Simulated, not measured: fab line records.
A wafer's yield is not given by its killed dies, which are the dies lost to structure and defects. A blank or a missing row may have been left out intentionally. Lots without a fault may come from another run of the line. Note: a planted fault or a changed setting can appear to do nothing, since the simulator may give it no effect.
Matching of chambers | flow nand harc | NHARC_P_BONDPAD_ETCH_37 on rie diel-06: 4 sister chambers
The step etches the open film in N2/H2, target depth 60 nm, overetch 18 nm, time 65.91 s. 8 wafers are shown with their chamber, then 7 later ones without.

== WAFERS WITH THEIR CHAMBER ==
wafer  | chamber | showerhead plenum p Torr (Torr) | drypump motor current A (A)
L936.6 | 3       | 2.02                            | 5.1
L943.3 | 0       | 2.18                            | 4.9
L943.6 | 2       | 2.18                            | 6.0
L944.1 | 2       | 2.18                            | 5.9
L944.3 | 3       | 2.01                            | 5.1
L944.6 | 1       | 1.91                            | 6.6
L945.3 | 1       | 1.91                            | 6.6
L945.5 | 0       | 2.18                            | 4.9

== WAFERS WITH NO CHAMBER GIVEN ==
wafer  | showerhead plenum p Torr (Torr) | drypump motor current A (A)
L945.6 | 2.01                            | 5.1
L946.1 | 2.18                            | 4.9
L946.3 | 2.18                            | 6.0
L946.4 | 1.91                            | 6.6
L951.1 | 2.18                            | 4.9
L951.2 | 2.17                            | 5.9
L951.6 | 2.18                            | 4.9

== EACH ONE'S CHAMBER ==
wafer  | from the rows above | in truth
L945.6 | 3                   | 3
L946.1 | 0                   | 0
L946.3 | 2                   | 2
L946.4 | 1                   | 1
L951.1 | 0                   | 0
L951.2 | 2                   | 2
L951.6 | 0                   | 0
Correctly placed: 7 of 7. Can't be placed from these rows: 0. Placed wrongly: 0.
How it was worked out, from the rows above alone: a wafer's distance from a chamber is the root of the sum, over the readings, of the square of ((its reading less the chamber's mean) divided by the reading's scatter). If the next closest chamber is less than 2 further off than the closest, the wafer can't be placed; otherwise it belongs to the closest. Each chamber's mean is taken over the wafers shown for it. How the scatter is found: for the shown wafers, subtract from each reading the mean of its chamber, square and add these, divide the total by (wafers less chambers), then take the root.
